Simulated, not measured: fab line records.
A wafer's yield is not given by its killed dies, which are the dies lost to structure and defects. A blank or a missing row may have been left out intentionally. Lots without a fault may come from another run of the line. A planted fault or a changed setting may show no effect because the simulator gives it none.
Matching of chambers -- flow n5-finfet -- N5_BEOL_M10_ETCH_62 on rie-diel-02: 3 sister chambers
The step etches SOC in N2/H2, target depth 110 nm, overetch 22 nm, time 165 s. 3 wafers are shown with their chamber, then 8 later ones without.

## EACH WAFER AND ITS CHAMBER
wafer,chamber,showerhead-plenum-p-Torr (Torr)
L090.3,3,2.61
L092.5,0,2.61
L092.6,1,2.54

## WAFERS WITHOUT THEIR CHAMBER
wafer,showerhead-plenum-p-Torr (Torr)
L095.2,2.61
L095.3,2.60
L095.6,2.54
L097.1,2.54
L097.3,2.61
L097.6,2.60
L096.4,2.61
L096.6,2.53

## EACH ONE'S CHAMBER
wafer,from the rows above,in truth
L095.2,can't be placed: 0 or 3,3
L095.3,can't be placed: 0 or 3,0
L095.6,1,1
L097.1,1,1
L097.3,can't be placed: 0 or 3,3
L097.6,can't be placed: 0 or 3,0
L096.4,can't be placed: 0 or 3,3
L096.6,1,1
Placed correctly: 3 of 8. Can't be placed from these rows: 5 (the true chamber is among the candidates in 5). 0 placed wrongly.
How it was worked out, from the rows above alone: a wafer's distance from a chamber is the root of the sum, over the readings, of the square of ((its reading less the chamber's mean) divided by the reading's scatter). If the next closest chamber is less than 2 further off than the closest, the wafer can't be placed; otherwise it belongs to the closest. Each chamber's mean is taken over the wafers shown for it. The scatter (one wafer shown for each chamber): square how far every hidden wafer sits from the nearest shown wafer, average those squares and take the square root.
